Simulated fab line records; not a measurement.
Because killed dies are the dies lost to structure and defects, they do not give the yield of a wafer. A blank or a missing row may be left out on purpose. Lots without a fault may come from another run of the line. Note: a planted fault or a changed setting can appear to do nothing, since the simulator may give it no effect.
Chamber matching | flow n5Finfet | N5_FIN_SAQP_ETCH_64 on rieSi-03 has 4 sister chambers
The step etches SiO2 in CF4, target depth 1.5 nm. 4 wafers are shown with their chamber, then 8 later ones without.

## WAFERS, EACH WITH ITS CHAMBER
wafer  | chamber | throttleValvePct (%)
L088.2 | 0       | 21.94
L088.5 | 3       | 21.66
L088.6 | 2       | 22.27
L093.2 | 1       | 21.48

## WAFERS WITH NO CHAMBER GIVEN
wafer  | throttleValvePct (%)
L093.5 | 22.25
L093.6 | 21.64
L096.2 | 21.67
L096.4 | 21.50
L096.6 | 21.66
L097.1 | 21.65
L097.5 | 21.66
L097.6 | 21.50

## EACH ONE'S CHAMBER
wafer  | from the rows above | in truth
L093.5 | 2                   | 2
L093.6 | 3                   | 3
L096.2 | 3                   | 3
L096.4 | 1                   | 1
L096.6 | 3                   | 3
L097.1 | 3                   | 3
L097.5 | 3                   | 3
L097.6 | 1                   | 1
Correctly placed: 8 of 8. Number that these rows cannot place: 0. Placed wrongly: 0.
How it was worked out, from the rows above alone: a wafer's distance from a chamber is the root of the sum, over the readings, of the square of ((its reading less the chamber's mean) divided by the reading's scatter). The wafer belongs to the nearest chamber; if the next one is less than 2 further off, it can't be placed. A chamber's mean is the mean of its shown wafers. The scatter (one wafer shown for each chamber): square how far every hidden wafer sits from the nearest shown wafer, average those squares and take the square root.
